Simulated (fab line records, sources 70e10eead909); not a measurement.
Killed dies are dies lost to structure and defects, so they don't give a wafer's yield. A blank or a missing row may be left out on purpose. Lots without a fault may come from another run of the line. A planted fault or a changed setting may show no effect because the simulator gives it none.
Which tool did it? | flow nand_harc | 6 lots, 16 wafers sampled, at 4 steps of a route of 1159

WHAT THE GAUGES READ, wafer by wafer
NHARC_END_SORT_01.
lot  | measured     | on        | sort_bin_2_pct (%)
L482 | day 20 12:47 | prober-01 | 1.2 1.0 1.0
L486 | day 21 01:45 | prober-01 | 1.0 0.4 0.6
L490 | day 21 11:52 | prober-01 | 0.7 1.3 1.2
L494 | day 22 08:22 | prober-01 | 1.0 1.8 1.3
L499 | day 25 01:31 | prober-01 | 4.1
L503 | day 25 10:38 | prober-02 | 2.4 1.9 1.5

WHICH TOOL RAN EACH LOT (tool, then ch and the chambers of the sampled wafers, then the start)
lot  | NHARC_P_M1_ETCH_15                | NHARC_P_M1_ETCH_28                            | NHARC_P_M1_PRE_CLEAN_30
L482 | rie_diel-11 ch 0,1, day 6 17:52   | rie_diel-10 ch 0,1,2, day 20 12:47 or earlier | pvd_sputter-02, day 20 12:47 or earlier
L486 | rie_diel-11 ch 1,2, day 7 21:35   | rie_diel-12 ch 1,2,3, day 21 01:45 or earlier | pvd_sputter-02, day 21 01:45 or earlier
L490 | rie_diel-11 ch 0,1,2, day 8 09:26 | rie_diel-12 ch 0,3, day 21 11:52 or earlier   | pvd_sputter-02, day 21 11:52 or earlier
L494 | rie_diel-10 ch 0,1,3, day 9 09:43 | rie_diel-12 ch 0,1,3, day 22 08:22 or earlier | pvd_sputter-03, day 22 08:22 or earlier
L499 | rie_diel-10 ch 3, day 10 19:28    | rie_diel-11 ch 1, day 25 01:31 or earlier     | pvd_sputter-01, day 25 01:31 or earlier
L503 | rie_diel-12 ch 0,2, day 11 17:36  | rie_diel-11 ch 2,3, day 25 10:38 or earlier   | pvd_sputter-01, day 25 10:38 or earlier
- NHARC_P_M1_ETCH_15: etches the open film in C4F8/Ar, target depth 182.5 nm, time 91.2 s.
- NHARC_P_M1_ETCH_28: etches the open film in CF4/N2, target depth 30 nm, time 72.99 s.
- NHARC_P_M1_PRE_CLEAN_30: time 30 s.

THE ANSWER, worked out from the rows above alone
Rule: what is usual is taken from the lots themselves. Put in order of their means at a reading, lots are off if they are a third of the lots or fewer, leave a main group of 4 or more, and stand apart from it by a gap of 3 or more times the standard deviation of the main group's means; of several such gaps the widest counts. A main group whose means are all the same, to the digits that the tables above print for the reading, isn't used. A lot without any number at a reading at which 4 lots or more have one is off too. The other lots that the step has rows for count as sound.
Off: L499, at NHARC_END_SORT_01 (sort_bin_2_pct). The main group: mean 1.2 %, standard deviation 0.42.
A tool fits if, at a process step before that reading, it ran every lot that is off, and no sound lot after the first of them. The gauges at NHARC_END_SORT_01 are tried like those tools. NHARC_P_M1_ETCH_28 gives no start for some lots, so the hours and the order of its lots are those of NHARC_END_SORT_01. NHARC_P_M1_PRE_CLEAN_30 gives no start for some lots, so the hours and the order of its lots are those of NHARC_END_SORT_01. Can't be told from this: 2 tools fit, rie_diel-10 at NHARC_P_M1_ETCH_15, prober-01 at NHARC_END_SORT_01.

WHAT THE SIMULATOR HAD PUT IN
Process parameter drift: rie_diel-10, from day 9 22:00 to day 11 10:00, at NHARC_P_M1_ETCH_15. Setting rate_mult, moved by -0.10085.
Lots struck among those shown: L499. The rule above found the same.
